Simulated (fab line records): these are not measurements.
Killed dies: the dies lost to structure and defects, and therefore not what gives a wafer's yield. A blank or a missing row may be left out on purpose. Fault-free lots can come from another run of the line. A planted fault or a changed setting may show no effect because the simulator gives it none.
One fault through the eyes of 2 desks / flow nand harc / each desk holds nothing but its own numbers, with what lay behind them at the end

== TOOL OWNER'S DESK, rie diel-10 ==
The tool's own readings at NHARC_A_BONDPAD_STRIP_15 (strips in O2): means of the sampled wafers that have a number, for each lot that ran on this tool. A lot is out of limits, marked OUT, if its mean lies more than 4 standard deviations from the usual mean; the brackets give that distance.
Columns: A = chamber pressure mTorr at NHARC_A_BONDPAD_STRIP_15, usual 60.00 mTorr; B = drypump motor current A at NHARC_A_BONDPAD_STRIP_15, usual 5.7 A; C = o2 flow sccm at NHARC_A_BONDPAD_STRIP_15, usual 500.1 sccm; D = oes product au at NHARC_A_BONDPAD_STRIP_15, usual 0.999 a.u.; E = rf vpp V at NHARC_A_BONDPAD_STRIP_15, usual 57.5 V; F = showerhead plenum p Torr at NHARC_A_BONDPAD_STRIP_15, usual 3.42 Torr; G = throttle valve pct at NHARC_A_BONDPAD_STRIP_15, usual 17.036 %
lot=L718; first seen here=day 26 15:56; A=60.00; B=5.6; C=499.6; D=0.994; E=57.0; F=3.39; G=17.040
lot=L716; first seen here=day 27 09:52; A=60.04; B=5.8; C=500.1; D=0.996; E=57.9; F=3.44; G=17.037
lot=L722; first seen here=day 28 13:04; A=60.05; B=5.8; C=501.0; D=0.995; E=57.2; F=3.44; G=17.037
lot=L721; first seen here=day 28 15:55; A=55.88 (-65) OUT; B=5.8; C=501.6; D=0.995; E=58.0; F=3.44; G=17.040
Finding of this desk: L721 out of limits; the first was L721 at day 28 15:55, on chamber pressure mTorr at NHARC_A_BONDPAD_STRIP_15. Within limits: L718, L716, L722.

== FROM THE METROLOGY DESK ==
Lot by lot, what the gauges showed, no matter which tool ran the lot: averages of those sampled wafers that carry a number. A lot is out of limits, marked OUT, if its mean lies more than 4 standard deviations from the usual mean; the brackets give that distance.
Columns: A = cd nm at NHARC_A_BONDPAD_CD_MEAS_13, usual 499.1 nm
lot=L709; first seen here=day 23 13:22; A=498.7
lot=L710; first seen here=day 23 17:52; A=501.2
lot=L713; first seen here=day 24 11:12; A=499.2
lot=L715; first seen here=day 25 11:58; A=499.9
lot=L714; first seen here=day 25 13:04; A=498.0
lot=L718; first seen here=day 26 15:49; A=498.9
lot=L716; first seen here=day 27 09:46; A=500.0
lot=L720; first seen here=day 27 18:53; A=497.4
lot=L722; first seen here=day 28 12:58; A=497.0
lot=L721; first seen here=day 28 15:50; A=498.1
lot=L731; first seen here=day 32 11:16; A=499.3
lot=L732; first seen here=day 32 15:16; A=497.4
This desk found nothing out of limits on any of the 12 lots.

== TAKEN TOGETHER ==
The tool owner's desk could have raised an alarm at day 28 15:55, on L721.
The metrology desk saw nothing out of limits.
The metrology desk has L721 on record, within its limits.
All the named lots went through NHARC_A_BONDPAD_STRIP_15 on rie diel-10.

== WHAT THE SIMULATOR PUT IN ==
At NHARC_A_BONDPAD_STRIP_15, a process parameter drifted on rie diel-10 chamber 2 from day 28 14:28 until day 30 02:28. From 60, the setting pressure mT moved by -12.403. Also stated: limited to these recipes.
Struck lots among those shown: L721.
Delay in hours, fault start to first out-of-limits reading, by desk: the tool owner's desk at 1.
